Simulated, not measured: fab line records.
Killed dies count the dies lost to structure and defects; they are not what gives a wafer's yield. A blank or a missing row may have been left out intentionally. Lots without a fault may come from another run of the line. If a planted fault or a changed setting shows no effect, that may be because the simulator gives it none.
Code-filled problem report in 8D (eight disciplines) form -- flow nand-harc -- the parts of the form that need people (team, actions taken, sign-off) are left out

## 1. PROBLEM STATEMENT
run-length-s at NHARC_A_CHANNEL_HOLE_D1_ETCH_39 reads a mean of 272.4 s on 2 wafers of 2 lots; wafers without a fault read 346.3 s with a standard deviation of 0.47. That is -99 or more standard deviations from the usual mean.
The step: etches the open film in N2/H2, target depth 260 nm, time 325 s.
First seen on wafer L549.3, day 10 11:34, on rie-diel-09. Wafers with a number at this step in the record: 33, from 11 lots. The rule behind "out" and "out of limits": a value lying over 4 standard deviations away from the usual mean. Any other wafer with a number is counted as sound.

## 2. WHAT IT IS, AND WHAT IT ISN'T
question,is,is not
which readings at this step,run-length-s,"drypump-motor-current-A, oes-product-au, rf-vpp-V, showerhead-plenum-p-Torr, throttle-valve-pct"
which lots,"L549, L555","L541, L545, L547, L552, L557, L559, L561, L562, L563"
which wafers of those lots,"L549.3, L555.5","L549.1, L549.4, L555.3, L555.6"
read on which tools,rie-diel-09,"rie-diel-01, rie-diel-08"
when,from day 10 11:34,"up to then (11 sound wafers); but 20 sound wafers of L552, L555, L557, L559, L561, L562, L563 came after"

## 3. THE SUSPECTS, EACH WITH WHAT RULES IT OUT
Counting: any tool at a process step up to the reading remains a suspect provided it ran every lot that is out. Sound lots after the first of them don't rule it out here, since some wafers of a struck lot are sound.
- rie-diel-09 at NHARC_A_CHANNEL_HOLE_D1_ETCH_39 (etches the open film in N2/H2, target depth 260 nm, time 325 s): kept. Every lot that is out went through it, the first being L549 (day 10 11:34); the last sound lot it ran before that was L545 (day 9 02:49). Out on those wafers are its own readings of run-length-s.
- At NHARC_A_CHANNEL_HOLE_D1_ETCH_39, inside rie-diel-09: chamber 0 took the wafers that are out, while their sound lot-mates went through chambers 2, 3.
Left after counting: rie-diel-09 at NHARC_A_CHANNEL_HOLE_D1_ETCH_39.

## 4. THE CAUSE (what the simulator had put in)
rie-diel-09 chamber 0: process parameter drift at NHARC_A_CHANNEL_HOLE_D1_ETCH_39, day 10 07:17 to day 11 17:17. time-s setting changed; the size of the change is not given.
This tool alone remained once counting was done.

## 5. THE EFFECT CHAIN, in route order
One row per reading whose mean, taken over the struck wafers that have a number, lies over 3 standard deviations from the usual. Readings are gone through only where the record gives a usual standard deviation; hours: the median, over the lots, of the time from a lot's start at the first step in this table giving one to that lot's start at this step; sigmas: the change measured in usual standard deviations.
hours,step,reading,usual,on struck wafers,change,sigmas
0,NHARC_A_CHANNEL_HOLE_D1_ETCH_39,run-length-s,346.3 s,272.4,-73.9,-99 or more
Here are the process steps it includes:
- NHARC_A_CHANNEL_HOLE_D1_ETCH_39: etches the open film in N2/H2, target depth 260 nm, time 325 s.
At these later measuring or inspecting steps, every struck wafer for which the step has a row has a number for every such reading, and none has moved that far: NHARC_A_CHANNEL_HOLE_D1_CD_MEAS_18, NHARC_END_SORT_01.

## 6. WHAT WOULD HAVE CAUGHT IT SOONER
The fault began at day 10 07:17; the first out-of-limits reading in this record came at day 10 11:34, 4 hours later.
